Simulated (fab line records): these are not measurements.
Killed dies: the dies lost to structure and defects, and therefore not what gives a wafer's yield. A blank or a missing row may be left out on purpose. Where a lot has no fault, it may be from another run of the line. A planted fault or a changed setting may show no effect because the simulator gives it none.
Matching of chambers ; flow nand-harc ; NHARC_A_DECK1_JOINT_ETCHBACK_07 on rie-si-01: 3 sister chambers
The step etches the open film in HBr, target depth 105 nm, time 26.9 s. 6 wafers are shown with their chamber, then 3 later ones without.

WAFERS PAIRED WITH THEIR CHAMBERS
wafer;chamber;drypump-motor-current-A (A);throttle-valve-pct (%)
L877.5;0;5.4;23.257
L886.3;1;6.5;23.274
L886.4;2;6.1;23.258
L886.6;2;6.1;23.243
L891.3;0;5.4;23.261
L891.4;1;6.4;23.261

WAFERS MISSING THEIR CHAMBER
wafer;drypump-motor-current-A (A);throttle-valve-pct (%)
L894.2;6.1;23.255
L894.4;6.4;23.280
L896.2;5.4;23.253

THE CHAMBER EACH PASSED THROUGH
wafer;from the rows above;in truth
L894.2;2;2
L894.4;1;1
L896.2;0;0
Correct placement for 3 of the 3. Left unplaced by these rows: 0. Placed wrongly: 0.
How it was worked out, from the rows above alone: a wafer's distance from a chamber is the root of the sum, over the readings, of the square of ((its reading less the chamber's mean) divided by the reading's scatter). If the next closest chamber is less than 2 further off than the closest, the wafer can't be placed; otherwise it belongs to the closest. A chamber's mean is the mean of its shown wafers. The scatter: take each reading less its chamber's mean, square it, sum over the shown wafers, divide by the number of wafers less the number of chambers, and take the root.
